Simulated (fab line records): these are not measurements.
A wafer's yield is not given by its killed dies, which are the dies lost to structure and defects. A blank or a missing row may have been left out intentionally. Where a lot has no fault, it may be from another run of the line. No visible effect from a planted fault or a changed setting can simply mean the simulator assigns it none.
Chamber matching + flow n5-finfet + 3 sister chambers for N5_BEOL_M5_CO_CAP_78 on cvd-co-02
The step material Co, precursor CCTBA/H2, target thk 2 nm, time 102.1 s. 6 wafers are shown with their chamber, then 8 later ones without.

## WAFERS PAIRED WITH THEIR CHAMBERS
| wafer  | chamber | heater-power-w (W) |
|--------|---------|--------------------|
| L981.2 | 2       | 208                |
| L981.5 | 0       | 246                |
| L991.2 | 1       | 250                |
| L991.4 | 2       | 209                |
| L991.6 | 0       | 245                |
| L992.4 | 1       | 243                |

## WAFERS WHOSE CHAMBER IS MISSING
| wafer  | heater-power-w (W) |
|--------|--------------------|
| L992.5 | 243                |
| L992.6 | 207                |
| L993.1 | 211                |
| L993.3 | 246                |
| L993.6 | 246                |
| L994.1 | 225                |
| L994.3 | 211                |
| L994.4 | 241                |

## EACH ONE'S CHAMBER
| wafer  | from the rows above          | in truth |
|--------|------------------------------|----------|
| L992.5 | can't be placed: 0 or 1      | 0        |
| L992.6 | 2                            | 2        |
| L993.1 | 2                            | 2        |
| L993.3 | can't be placed: 0 or 1      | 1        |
| L993.6 | can't be placed: 0 or 1      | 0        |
| L994.1 | can't be placed: 2 or 0 or 1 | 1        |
| L994.3 | 2                            | 2        |
| L994.4 | can't be placed: 0 or 1      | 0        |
3 of 8 placed correctly. From these rows, 5 cannot be placed; in 5 the true chamber is one of the candidates. Placed wrongly: 0.
How it was worked out, from the rows above alone: a wafer's distance from a chamber is the root of the sum, over the readings, of the square of ((its reading less the chamber's mean) divided by the reading's scatter). If the next closest chamber is less than 2 further off than the closest, the wafer can't be placed; otherwise it belongs to the closest. For every chamber, the mean is computed from those of its wafers that are shown. The scatter: take each reading less its chamber's mean, square it, sum over the shown wafers, divide by the number of wafers less the number of chambers, and take the root.
